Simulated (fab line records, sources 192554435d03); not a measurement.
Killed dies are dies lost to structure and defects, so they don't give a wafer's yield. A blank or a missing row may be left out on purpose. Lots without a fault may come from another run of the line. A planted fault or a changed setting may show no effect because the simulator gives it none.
Chamber matching | flow n5_finfet | N5_HKMG_FIN_ALD_74 on ald_hk-03: 4 sister chambers
The step deposits La2O3, target thk 0.5 nm, pulse time 6 s, co reactant pulse time 1 s. 8 wafers are shown with their chamber, then 8 later ones without.

WAFERS WITH THEIR CHAMBER
wafer  | chamber | heater_power_w (W) | precursor_pulse_height_rel
L081.3 | 3       | 279                | 1.021
L082.2 | 0       | 378                | 1.003
L082.3 | 2       | 426                | 0.987
L082.6 | 1       | 385                | 0.993
L086.2 | 1       | 388                | 1.009
L086.4 | 2       | 438                | 0.975
L086.5 | 3       | 274                | 0.994
L089.1 | 0       | 376                | 0.981

WAFERS WITHOUT THEIR CHAMBER
wafer  | heater_power_w (W) | precursor_pulse_height_rel
L089.4 | 381                | 0.986
L089.6 | 277                | 0.996
L095.1 | 383                | 1.003
L095.3 | 280                | 0.956
L095.4 | 429                | 0.971
L097.2 | 382                | 1.009
L097.3 | 372                | 1.005
L097.5 | 383                | 1.002

WHICH CHAMBER EACH WENT THROUGH
wafer  | from the rows above     | in truth
L089.4 | can't be placed: 0 or 1 | 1
L089.6 | 3                       | 3
L095.1 | can't be placed: 1 or 0 | 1
L095.3 | 3                       | 3
L095.4 | 2                       | 2
L097.2 | can't be placed: 1 or 0 | 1
L097.3 | can't be placed: 0 or 1 | 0
L097.5 | can't be placed: 1 or 0 | 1
Placed correctly: 3 of 8. Can't be placed from these rows: 5 (the true chamber is among the candidates in 5). Placed wrongly: 0.
How it was worked out, from the rows above alone: a wafer's distance from a chamber is the root of the sum, over the readings, of the square of ((its reading less the chamber's mean) divided by the reading's scatter). The wafer belongs to the nearest chamber; if the next one is less than 2 further off, it can't be placed. A chamber's mean is the mean of its shown wafers. The scatter: the root of (the sum of the squares of (reading less its chamber's mean) over the shown wafers, divided by (wafers less chambers)).
